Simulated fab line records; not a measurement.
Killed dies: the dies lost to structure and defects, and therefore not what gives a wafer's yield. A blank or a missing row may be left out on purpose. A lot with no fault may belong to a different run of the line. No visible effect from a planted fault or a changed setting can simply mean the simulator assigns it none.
Matching of chambers || flow nand harc || wet bench-07 running NHARC_P_GATE_STRIP_67: 7 sister chambers
The step strips in SPM, time 600 s. 14 wafers are shown with their chamber, then 5 later ones without.

EACH WAFER AND ITS CHAMBER
{"wafer": "L438.1", "chamber": 0, "bath guard temp C (C)": 130.1, "temp c (C)": 129.90}
{"wafer": "L438.4", "chamber": 2, "bath guard temp C (C)": 129.6, "temp c (C)": 129.75}
{"wafer": "L438.6", "chamber": 7, "bath guard temp C (C)": 129.6, "temp c (C)": 130.15}
{"wafer": "L442.1", "chamber": 7, "bath guard temp C (C)": 129.9, "temp c (C)": 129.93}
{"wafer": "L442.2", "chamber": 5, "bath guard temp C (C)": 130.6, "temp c (C)": 129.80}
{"wafer": "L442.4", "chamber": 1, "bath guard temp C (C)": 130.1, "temp c (C)": 129.78}
{"wafer": "L444.3", "chamber": 1, "bath guard temp C (C)": 130.3, "temp c (C)": 129.70}
{"wafer": "L444.4", "chamber": 0, "bath guard temp C (C)": 130.0, "temp c (C)": 130.16}
{"wafer": "L444.5", "chamber": 3, "bath guard temp C (C)": 130.0, "temp c (C)": 130.12}
{"wafer": "L445.1", "chamber": 7, "bath guard temp C (C)": 129.9, "temp c (C)": 130.28}
{"wafer": "L445.4", "chamber": 0, "bath guard temp C (C)": 130.0, "temp c (C)": 129.88}
{"wafer": "L445.5", "chamber": 2, "bath guard temp C (C)": 129.4, "temp c (C)": 129.80}
{"wafer": "L446.2", "chamber": 1, "bath guard temp C (C)": 130.2, "temp c (C)": 130.06}
{"wafer": "L446.3", "chamber": 6, "bath guard temp C (C)": 129.3, "temp c (C)": 129.75}

SIGNATURES, as means of the wafers listed above
{"reading": "bath guard temp C", "chamber 0": 130.033, "chamber 1": 130.200, "chamber 2": 129.500, "chamber 3": 130.000, "chamber 5": 130.600, "chamber 6": 129.300, "chamber 7": 129.800, "scatter within a chamber": 0.123}
{"reading": "temp c", "chamber 0": 129.9800, "chamber 1": 129.8467, "chamber 2": 129.7750, "chamber 3": 130.1200, "chamber 5": 129.8000, "chamber 6": 129.7500, "chamber 7": 130.1200, "scatter within a chamber": 0.162}
Rule: for a wafer and a chamber, the distance is found by dividing, reading by reading, the gap between the wafer's reading and the chamber's mean by the reading's scatter, squaring, summing and taking the root. The wafer belongs to the nearest chamber; if the next one is less than 2 further off, it can't be placed. How the scatter is found: for the shown wafers, subtract from each reading the mean of its chamber, square and add these, divide the total by (wafers less chambers), then take the root.

WAFERS WHOSE CHAMBER IS MISSING
{"wafer": "L446.5", "bath guard temp C (C)": 129.7, "temp c (C)": 130.10}
{"wafer": "L449.3", "bath guard temp C (C)": 129.6, "temp c (C)": 129.82}
{"wafer": "L449.4", "bath guard temp C (C)": 129.4, "temp c (C)": 129.79}
{"wafer": "L459.1", "bath guard temp C (C)": 130.1, "temp c (C)": 130.07}
{"wafer": "L459.2", "bath guard temp C (C)": 130.6, "temp c (C)": 129.99}

CHAMBER TAKEN BY EACH
{"wafer": "L446.5", "from the rows above": "can't be placed: 7 or 3 or 2 or 0", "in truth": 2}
{"wafer": "L449.3", "from the rows above": "can't be placed: 2 or 7 or 6", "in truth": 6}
{"wafer": "L449.4", "from the rows above": "can't be placed: 2 or 6", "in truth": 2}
{"wafer": "L459.1", "from the rows above": "can't be placed: 0 or 3 or 1 or 7", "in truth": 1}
{"wafer": "L459.2", "from the rows above": 5, "in truth": 5}
1 of 5 placed correctly. Can't be placed from these rows: 4 (the true chamber is among the candidates in 4). 0 placed wrongly.
